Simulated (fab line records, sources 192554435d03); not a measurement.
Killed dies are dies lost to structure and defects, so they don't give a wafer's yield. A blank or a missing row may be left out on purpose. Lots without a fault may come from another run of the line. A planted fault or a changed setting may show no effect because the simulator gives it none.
Split-lot experiment | flow n5_finfet | 7 lots, 21 wafers read, on a route of 1938 steps

THE SPLIT
At N5_BEOL_M12_ETCH_68 (etches SOC in N2/H2, time 285 s), the setting time_s was moved away from the recipe's 285 s on 10 of the 21 wafers read, by -22.4% to +18.4%. The other wafers ran this setting at the recipe's value.

The reading is taken at the split's own step.

THE READING
SiARC_of_BEOL_M12_COAT_66.thk_nm (the simulator's own value, which no gauge read), in nm, at N5_BEOL_M12_ETCH_68 (etches SOC in N2/H2, time 285 s). The file gives no usual value for it. The 11 wafers here that ran the recipe average 85.8 nm, standard deviation 0.37 nm.

wafer  | tool, chamber at the split | time_s as run, s | against the recipe | SiARC_of_BEOL_M12_COAT_66.thk_nm, nm | against lot-mates on the recipe
L074.3 | rie_diel-02, 3             | 285              | recipe             | 85.8                                 | -
L074.5 | rie_diel-02, 2             | 221.2            | -22.4%             | 91                                   | +5.3
L074.6 | rie_diel-02, 1             | 285              | recipe             | 85.6                                 | -
L078.2 | rie_diel-01, 3             | 285              | recipe             | 85.6                                 | -
L078.5 | rie_diel-01, 1             | 285              | recipe             | 85                                   | -
L078.6 | rie_diel-01, 0             | 285              | recipe             | 85.8                                 | -
L079.1 | rie_diel-01, 1             | 330.7            | +16.0%             | 82                                   | -4.4
L079.2 | rie_diel-01, 2             | 330.7            | +16.0%             | 82.4                                 | -4.0
L079.3 | rie_diel-01, 0             | 285              | recipe             | 86.4                                 | -
L085.1 | rie_diel-01, 2             | 285              | recipe             | 85.6                                 | -
L085.3 | rie_diel-01, 0             | 303.1            | +6.4%              | 84.8                                 | -0.8
L085.6 | rie_diel-01, 0             | 303.1            | +6.4%              | 84.4                                 | -1.2
L096.2 | rie_diel-04, 3             | 285              | recipe             | 86                                   | -
L096.3 | rie_diel-04, 0             | 329.6            | +15.6%             | 81.4                                 | -4.6
L096.6 | rie_diel-04, 2             | 329.6            | +15.6%             | 82                                   | -4.0
L094.4 | rie_diel-04, 0             | 285              | recipe             | 85.8                                 | -
L094.5 | rie_diel-04, 2,3           | 285              | recipe             | 86.2                                 | -
L094.6 | rie_diel-04, 2,3           | 285              | recipe             | 86.2                                 | -
L097.2 | rie_diel-04, 1,3           | 337.5            | +18.4%             | 82                                   | no lot-mate on the recipe
L097.3 | rie_diel-04, 1,3           | 337.5            | +18.4%             | 82                                   | no lot-mate on the recipe
L097.4 | rie_diel-04, 2             | 337.5            | +18.4%             | 81.8                                 | no lot-mate on the recipe
Where a row lists several chambers, the file gives one row for several wafers and doesn't say which wafer went through which chamber.

THE FIT
A straight line over all 21 wafers: SiARC_of_BEOL_M12_COAT_66.thk_nm changes by -0.228 nm for each +1% of time_s; r = -0.99; the points scatter about the line by 0.39 nm.
The same after taking each lot's own level away (the mean of its wafers on the recipe; 18 wafers): -0.252 nm for each +1%; r = -0.99; scatter 0.35 nm.
On that fit, the largest move of time_s shifts the reading by 5.6 nm.
The lots' own levels span 85.47 to 86.40 nm, that is 2.5 times the standard deviation above.
So the lot-to-lot level changes the slope little: the two slopes agree.
Check: with one of the wafers moved furthest among these (-22.4%) left out of the fit, the line predicts +5.99 nm for it against its lot-mates. It came out at +5.3 nm against them.

OTHER SPLITS ON THESE WAFERS
These wafers also went through other splits before the reading. Each is held against what the fit with the lots' levels taken away leaves over:
other split on the same wafers | wafers away from the commonest value | r with SiARC_of_BEOL_M12_COAT_66.thk_nm (lot level and that fit taken away)
N5_BEOL_M11_COAT_59 spin_rpm   | 6                                    | +0.19
N5_BEOL_M11_DEP_56 time_s      | 9                                    | -0.10
N5_BEOL_M12_ILD_DEP_00 time_s  | 3                                    | -0.37

THE FILE'S OWN FIT
SiARC_of_BEOL_M12_COAT_66.thk_nm changes by -0.249 nm for each +1% of time_s, r = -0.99.
